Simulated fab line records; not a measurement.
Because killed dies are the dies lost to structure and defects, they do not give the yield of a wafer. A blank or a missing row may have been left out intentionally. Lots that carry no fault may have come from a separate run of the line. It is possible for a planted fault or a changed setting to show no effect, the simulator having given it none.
Which tool did it? -- flow n5 finfet -- 30 wafers from 10 lots sampled at 4 of the route's 1938 steps

== WHAT THE GAUGES READ, wafer by wafer ==
N5_BEOL_M4_RC_MEAS_101.
lot,measured,on,DIBL_N (mV/V),DIBL_P (mV/V),IOFF_N (nA/um),IOFF_P (nA/um),ION_N (uA/um),ION_P (uA/um),SS_N (mV/dec),SS_P (mV/dec),VT_N (mV),VT_P (mV)
L310,day 8 04:08,prober-02,35.6 35.5 35.9,34.2 34.0 33.5,0.159 0.150 0.156,0.222 0.217 0.207,675 666 667,464 461 457,71.5 72.1 71.5,73.0 72.8 72.6,246.2 250.6 248.4,-248.6 -248.1 -250.1
L312,day 8 10:27,prober-02,35.7 34.0 36.6,36.3 33.5 37.3,0.169 0.136 0.185,0.208 0.173 0.220,679 663 680,460 454 463,71.8 71.2 72.8,73.6 72.4 72.9,247.4 252.1 247.1,-251.9 -254.5 -251.7
L311,day 8 12:51,prober-02,37.0 37.4 35.8,36.3 37.6 35.2,0.171 0.182 0.143,0.212 0.231 0.192,677 680 673,457 462 457,72.1 71.4 71.3,73.2 73.9 73.3,249.5 246.6 249.4,-248.3 -246.2 -250.7
L319,day 10 13:04,prober-02,37.8 37.2 37.6,38.1 36.9 38.3,0.183 0.177 0.184,0.241 0.222 0.236,682 690 684,470 469 469,71.0 71.2 71.0,72.9 73.4 73.7,244.8 247.2 247.3,-247.0 -250.9 -250.2
L321,day 10 16:58,prober-02,36.5 33.9 35.3,36.7 34.2 34.9,0.175 0.130 0.142,0.234 0.192 0.204,696 676 682,470 469 468,71.0 71.2 71.3,74.0 73.2 73.2,247.7 251.0 249.8,-250.7 -249.3 -249.6
L323,day 11 16:08,prober-02,35.0 35.4 34.6,34.1 34.7 34.4,0.152 0.160 0.155,0.185 0.192 0.186,682 683 685,461 458 465,71.5 71.3 71.3,72.6 72.6 72.8,249.4 248.1 248.4,-250.4 -252.3 -250.2
L325,day 11 22:10,prober-01,35.8 36.7 33.9,35.4 36.7 33.8,0.154 0.179 0.128,0.198 0.222 0.175,684 679 664,464 465 457,71.5 71.5 71.3,72.8 73.8 72.9,249.4 247.4 250.7,-249.8 -249.7 -252.9
L328,day 13 05:36,prober-01,35.7 35.8 34.8,37.2 37.6 36.8,0.150 0.152 0.139,0.185 0.198 0.183,666 665 665,457 459 456,71.5 71.9 71.7,72.9 73.2 72.6,252.0 249.6 252.1,-253.1 -253.4 -254.4
L332,day 13 10:26,prober-02,38.9 38.1 37.4,38.9 36.9 36.3,0.200 0.182 0.172,0.240 0.209 0.203,683 680 680,463 460 462,71.4 71.7 71.7,74.7 73.5 73.1,246.9 248.8 250.2,-249.0 -250.7 -252.5
L329,day 13 14:47,prober-01,34.5 35.3 32.4,35.4 36.1 33.1,0.140 0.154 0.116,0.186 0.202 0.156,673 676 664,460 459 457,71.1 72.1 70.8,72.7 72.4 72.0,249.2 250.1 254.7,-253.0 -250.4 -251.6

N5_MIM_TOP_LITHO_OVL_MEAS_11.
lot,measured,on,MIM_TOP_OVL (nm)
L310,day 11 17:31,overlay-01,10 3 8
L312,day 12 05:13,overlay-02,-8 4 0
L311,day 12 05:25,overlay-02,11 5 3
L319,day 14 11:01,overlay-01,18 6 17
L321,day 14 16:43,overlay-01,-8 -1 10
L323,day 15 13:08,overlay-02,8 12 8
L325,day 15 12:37,overlay-01,9 14 11
L328,day 17 13:57,overlay-01,2 5 7
L332,day 17 10:26,overlay-01,12 10 6
L329,day 17 10:19,overlay-02,12 10 12

N5_PASSIVATION_INSPECT_64: inspects for defects (macro).
lot,measured,on,raw defect count
L310,day 11 21:41,defect inspect-02,5 3 2
L312,day 12 08:58,defect inspect-01,2 1 1
L311,day 12 09:14,defect inspect-02,2 3 3
L319,day 14 16:37,defect inspect-02,2 3 1
L321,day 14 22:31,defect inspect-02,0 2 1
L323,day 15 21:26,defect inspect-02,1 1 4
L325,day 15 17:22,defect inspect-01,1 2 3
L328,day 17 20:55,defect inspect-01,0 2 1
L332,day 17 20:08,defect inspect-01,0 1 1
L329,day 17 20:26,defect inspect-01,2 2 5

== TOOL THAT RAN EACH LOT (tool first, then ch and the chambers of the sampled wafers, then the start) ==
lot,N5_MIM_TOP_ALD_02
L310,"ald hk-03 ch 0,3, day 11 17:31 or earlier"
L312,"ald hk-01 ch 0,3, day 12 05:13 or earlier"
L311,"ald hk-02 ch 1,2,3, day 12 05:25 or earlier"
L319,"ald hk-01 ch 0,1,2, day 14 11:01 or earlier"
L321,"ald hk-01 ch 1,2,3, day 14 16:43 or earlier"
L323,"ald hk-03 ch 0,1,3, day 15 13:08 or earlier"
L325,"ald hk-02 ch 0,1,3, day 15 12:37 or earlier"
L328,"ald hk-01 ch 2,3, day 17 13:57 or earlier"
L332,"ald hk-01 ch 0,2,3, day 17 10:26 or earlier"
L329,"ald hk-02 ch 0,1,2, day 17 10:19 or earlier"
- N5_MIM_TOP_ALD_02: deposits Al2O3, purge time 3 s, co reactant pulse time 3 s.

== AS READ BY THE TOOLS THEMSELVES (means over the sampled wafers that have a number; for cases with no such wafer, the mark the record gives instead) ==
N5_MIM_TOP_ALD_02.
lot,tool,precursor pulse height rel
L310,ald hk-03,1.018
L312,ald hk-01,1.001
L311,ald hk-02,1.004
L319,ald hk-01,0.994
L321,ald hk-01,1.009
L323,ald hk-03,0.992
L325,ald hk-02,1.007
L328,ald hk-01,1.016
L332,ald hk-01,1.012
L329,ald hk-02,1.004

== THE ANSWER, worked out from the rows above alone ==
Rule: what is usual is taken from the lots themselves. The widest of any qualifying gaps counts: lots, ordered by their means at a reading, are off when they make up no more than a third of the lots, leave a main group of 4 or more, and stand apart from it by 3 or more times the standard deviation of that group's means. A main group is skipped when, at the precision printed for the reading in the tables above, its means are all equal. A lot without any number at a reading at which 4 lots or more have one is off too. All remaining lots with rows at the step are treated as sound. First the gauges in route order, then the tools' own readings, where a lot's mean is used as printed above. At the first step where some lot is off, the reading lying furthest off is the one used; lots without a number count as furthest.
Off: at N5_BEOL_M4_RC_MEAS_101 (ION_P), L319, L321. The main group: mean 460 uA/um, standard deviation 1.6.
If a tool, at a process step before that reading, ran all the lots that are off and no sound lot after the first of them, it fits. The gauges at N5_BEOL_M4_RC_MEAS_101 are tried like those tools. Not one of the candidates tried fits.

== WHAT THE SIMULATOR HAD INSERTED ==
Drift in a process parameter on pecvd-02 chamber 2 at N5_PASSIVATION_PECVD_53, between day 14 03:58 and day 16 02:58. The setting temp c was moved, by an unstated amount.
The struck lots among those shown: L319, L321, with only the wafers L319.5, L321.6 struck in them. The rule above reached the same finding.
